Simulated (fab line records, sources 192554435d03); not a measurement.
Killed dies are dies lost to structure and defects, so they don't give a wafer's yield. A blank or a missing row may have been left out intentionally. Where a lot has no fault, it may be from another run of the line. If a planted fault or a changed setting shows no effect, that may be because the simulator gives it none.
Matching of chambers | flow n5 finfet | N5_BEOL_M7_PECVD_70 on pecvd-01: 3 sister chambers
The step deposits SiO2 from TEOS/O2, target thk 20 nm, time 22.7 s. 3 wafers are shown with their chamber, then 12 later ones without.

== WAFERS WITH THEIR CHAMBER ==
wafer  | chamber | showerhead plenum p Torr (Torr)
L088.2 | 2       | 8.68
L088.3 | 1       | 8.88
L088.5 | 0       | 8.76

== WAFERS MISSING THEIR CHAMBER ==
wafer  | showerhead plenum p Torr (Torr)
L090.1 | 8.75
L090.2 | 8.92
L090.3 | 8.70
L089.1 | 8.91
L089.2 | 8.73
L089.4 | 8.75
L092.4 | 8.74
L092.5 | 8.69
L092.6 | 8.91
L096.1 | 8.74
L096.3 | 8.70
L096.4 | 8.74

== WHICH CHAMBER EACH WENT THROUGH ==
wafer  | from the rows above     | in truth
L090.1 | 0                       | 0
L090.2 | 1                       | 1
L090.3 | can't be placed: 2 or 0 | 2
L089.1 | 1                       | 1
L089.2 | can't be placed: 0 or 2 | 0
L089.4 | 0                       | 0
L092.4 | can't be placed: 0 or 2 | 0
L092.5 | 2                       | 2
L092.6 | 1                       | 1
L096.1 | can't be placed: 0 or 2 | 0
L096.3 | can't be placed: 2 or 0 | 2
L096.4 | can't be placed: 0 or 2 | 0
6 of 12 placed correctly. Cannot be placed on the basis of these rows: 6; the candidates contain the true chamber in 6. Number placed wrongly: 0.
How it was worked out, from the rows above alone: a wafer's distance from a chamber is the root of the sum, over the readings, of the square of ((its reading less the chamber's mean) divided by the reading's scatter). The wafer belongs to the nearest chamber; if the next one is less than 2 further off, it can't be placed. The mean given for a chamber averages the wafers shown for that chamber. The scatter: root of mean squared gap, hidden wafer to nearest shown wafer, with one shown wafer a chamber.
